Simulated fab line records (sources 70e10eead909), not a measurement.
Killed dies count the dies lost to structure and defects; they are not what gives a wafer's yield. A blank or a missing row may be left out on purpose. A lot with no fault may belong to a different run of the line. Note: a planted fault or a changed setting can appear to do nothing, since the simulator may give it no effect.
Code-filled problem report in 8D (eight disciplines) form | flow nand harc | the parts of the form that need people (team, actions taken, sign-off) are left out

== 1. PROBLEM STATEMENT ==
A mean of 530 is read at NHARC_END_SORT_01 for killed at array, taken on 1 wafer of 1 lot, against 27 (standard deviation 9.9) on wafers free of any fault. That is +51 standard deviations from the usual mean.
First observed at day 23 23:53: wafer L736.3, on prober-01. The record holds 3 wafers of 1 lot with a number at this step. The rule behind "out" and "out of limits": a value lying over 4 standard deviations away from the usual mean. All remaining wafers that have a number are taken as sound.

== 2. WHAT THIS IS AND IS NOT ==
question                    | is                           | is not
which readings at this step | killed at array, killed dies | killed at other, killed at periphery, killed open, killed short
which lots                  | L736                         | -
which wafers of those lots  | L736.3                       | L736.1, L736.5
read on which gauges        | prober-01                    | -
when                        | from day 23 23:53            | up to then (1 sound wafer); but 1 sound wafer of L736 came after

== 3. THE SUSPECTS, EACH WITH WHAT RULES IT OUT ==
Counting: any tool at a process step up to the reading remains a suspect provided it ran every lot that is out. Sound lots after the first of them don't rule it out here, since some wafers of a struck lot are sound.
- the gauge at NHARC_END_SORT_01 has been ruled out. All the wafers that are out were read on prober-01, but those of them that NHARC_A_STAIRCASE_ETCH_197 has rows for are out there too, on other tools.
- rie diel-11 at NHARC_A_STAIRCASE_TRIM_24 (chemistry O2, time 211.2 s): kept. It ran the lot that is out, L736 (day 15 18:33). NHARC_A_STAIRCASE_TRIM_24 gives no start for some lots, so the hours and the order of its lots are those of NHARC_A_STAIRCASE_DESCUM_186.
- rie diel-01 at NHARC_A_STAIRCASE_DESCUM_186 (chemistry O2, time 3 s): kept. It ran the lot that is out, L736 (day 15 18:33).
- rie diel-01 at NHARC_A_STAIRCASE_ETCH_197 (etches the open film in C4F8/O2, target depth 100 nm, time 40.5 s): kept. It ran the lot that is out, L736 (day 15 19:52). On those wafers its own readings are out: run length s.
- rie diel-01 at NHARC_A_STAIRCASE_TRIM_202 (chemistry O2, time 211.2 s): kept. It ran the lot that is out, L736 (day 23 22:16). NHARC_A_STAIRCASE_TRIM_202 gives no start for some lots, so the hours and the order of its lots are those of NHARC_END_SORT_01.
- At NHARC_A_STAIRCASE_ETCH_197 on rie diel-01, chamber 2 took the sound wafers of the same lots and chamber 3 took the wafers that are out.
- Within rie diel-01 at NHARC_A_STAIRCASE_TRIM_202: the wafers that are out ran in chamber 1; their sound lot-mates ran in chambers 0, 2.
Left after counting: rie diel-11 at NHARC_A_STAIRCASE_TRIM_24, rie diel-01 at NHARC_A_STAIRCASE_DESCUM_186, rie diel-01 at NHARC_A_STAIRCASE_ETCH_197, rie diel-01 at NHARC_A_STAIRCASE_TRIM_202.

== 4. THE CAUSE (what the simulator had put in) ==
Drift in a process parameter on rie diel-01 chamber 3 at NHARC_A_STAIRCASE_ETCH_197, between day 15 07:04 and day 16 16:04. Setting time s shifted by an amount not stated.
This tool is one of the 4 suspects left after counting.

== 5. SEQUENCE OF EFFECTS, ordered by route ==
Each row: a reading whose mean over the struck wafers that have a number lies more than 3 standard deviations from the usual. Only readings whose record carries a usual standard deviation are examined. hours: median over the lots of the time between each lot's start at the first step of this table that gives one and its start at this step. sigmas: the change, counted in usual standard deviations.
hours | step                       | reading         | usual  | on struck wafers | change | sigmas
0     | NHARC_A_STAIRCASE_ETCH_197 | run length s    | 61.8 s | 50.6             | -11.2  | -27
196   | NHARC_END_SORT_01          | killed at array | 27     | 530              | +503   | +51
196   | NHARC_END_SORT_01          | killed dies     | 31     | 532              | +501   | +50
The process steps in it:
- NHARC_A_STAIRCASE_ETCH_197: etches the open film in C4F8/O2, target depth 100 nm, time 40.5 s.
Readings that are blank on the struck wafers while sound wafers have them: rf fwd power W at NHARC_A_STAIRCASE_ETCH_197.

== 6. HOW IT WOULD HAVE BEEN CAUGHT EARLIER ==
The first out-of-limits reading at a measuring or inspecting step in this record came at day 23 23:53, 209 hours after the fault's start at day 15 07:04.
The tool's own readings at NHARC_A_STAIRCASE_ETCH_197 were out on every struck wafer that the step has a row for (run length s): an alarm limit on them would have fired on the first of those.
Lots out: 1; all had begun NHARC_A_STAIRCASE_ETCH_197 on rie diel-01 by day 23 23:53. Had the tool been put on hold then, not one of them would have been saved.
